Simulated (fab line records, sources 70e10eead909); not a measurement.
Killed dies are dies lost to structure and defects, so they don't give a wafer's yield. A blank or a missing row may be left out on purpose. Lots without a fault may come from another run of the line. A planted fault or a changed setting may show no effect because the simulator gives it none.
Chamber matching | flow nand_harc | NHARC_P_M1_CMP_23 on cmp-02: 4 sister chambers
The step polishes, t overpolish 20 s, target thk 157.82 nm. 4 wafers are shown with their chamber, then 7 later ones without.

WAFERS WITH THEIR CHAMBER
wafer  | chamber | motor_current_A (A)
L510.3 | 2       | 13.3
L511.5 | 0       | 13.8
L514.1 | 1       | 10.6
L514.2 | 3       | 10.8

WAFERS WITHOUT THEIR CHAMBER
wafer  | motor_current_A (A)
L514.5 | 12.3
L519.1 | 13.6
L519.2 | 11.9
L519.6 | 12.8
L528.1 | 10.7
L528.4 | 12.7
L528.5 | 11.4

WHICH CHAMBER EACH WENT THROUGH
wafer  | from the rows above               | in truth
L514.5 | can't be placed: 2 or 0 or 3 or 1 | 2
L519.1 | can't be placed: 0 or 2           | 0
L519.2 | can't be placed: 3 or 1 or 2 or 0 | 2
L519.6 | can't be placed: 2 or 0           | 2
L528.1 | can't be placed: 1 or 3           | 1
L528.4 | can't be placed: 2 or 0 or 3      | 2
L528.5 | can't be placed: 3 or 1 or 2      | 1
Placed correctly: 0 of 7. Can't be placed from these rows: 7 (the true chamber is among the candidates in 7). Placed wrongly: 0.
How it was worked out, from the rows above alone: a wafer's distance from a chamber is the root of the sum, over the readings, of the square of ((its reading less the chamber's mean) divided by the reading's scatter). The wafer belongs to the nearest chamber; if the next one is less than 2 further off, it can't be placed. A chamber's mean is the mean of its shown wafers. The scatter: with one shown wafer a chamber, the root of the mean of the squares of how far each hidden wafer lies from its nearest shown one.
